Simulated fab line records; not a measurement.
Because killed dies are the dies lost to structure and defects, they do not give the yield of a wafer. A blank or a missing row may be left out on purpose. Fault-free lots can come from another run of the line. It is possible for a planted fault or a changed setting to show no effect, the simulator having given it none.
Matching of chambers -- flow n5 finfet -- N5_HKMG_FIN_ETCH_32 on rie diel-04 has 4 sister chambers
The step etches SOC in N2/H2, target depth 240 nm, time 300 s. 14 wafers are shown with their chamber, then 7 later ones without.

== WAFERS WITH THEIR CHAMBER ==
wafer,chamber,showerhead plenum p Torr (Torr),throttle valve pct (%),oes product au (a.u.)
L075.2,3,2.41,17.6,0.71
L075.4,0,2.56,18.2,0.78
L075.6,0,2.56,18.2,0.78
L077.1,0,2.56,18.2,0.79
L077.4,2,2.43,18.0,0.73
L077.5,3,2.41,17.6,0.72
L078.1,3,2.41,17.6,0.72
L078.3,1,2.62,18.0,0.67
L078.4,2,2.43,18.1,0.73
L080.1,0,2.56,18.2,0.78
L080.4,0,2.56,18.2,0.78
L080.6,3,2.40,17.6,0.71
L081.1,3,2.40,17.6,0.71
L081.3,0,2.56,18.2,0.77

SIGNATURES (averages over the wafers above)
reading,chamber 0,chamber 1,chamber 2,chamber 3,scatter within a chamber
showerhead plenum p Torr,2.5600,2.6200,2.4300,2.4060,0.00346
throttle valve pct,18.200,18.000,18.050,17.600,0.0224
oes product au,0.7800,0.6700,0.7300,0.7140,0.00566
Rule: for each reading, subtract the chamber's mean from the wafer's reading, divide by that reading's scatter and square the result; add these up over the readings and take the root, which gives the wafer's distance from the chamber. The wafer belongs to the nearest chamber; if the next one is less than 2 further off, it can't be placed. The scatter is the square root of a quotient: the sum, over the shown wafers, of each reading's squared deviation from its chamber's mean, divided by wafers minus chambers.

== WAFERS WITHOUT THEIR CHAMBER ==
wafer,showerhead plenum p Torr (Torr),throttle valve pct (%),oes product au (a.u.)
L081.4,2.62,17.9,0.66
L083.2,2.62,18.0,0.66
L083.4,2.40,17.7,0.71
L083.6,2.56,18.2,0.76
L097.2,2.39,17.7,0.69
L097.3,2.61,17.6,0.91
L097.6,2.42,18.1,0.71

== CHAMBER TAKEN BY EACH ==
wafer,from the rows above,in truth
L081.4,1,1
L083.2,1,1
L083.4,3,3
L083.6,0,0
L097.2,3,3
L097.3,0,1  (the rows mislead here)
L097.6,2,2
Placed correctly: 6 of 7. Can't be placed from these rows: 0. 1 placed wrongly.
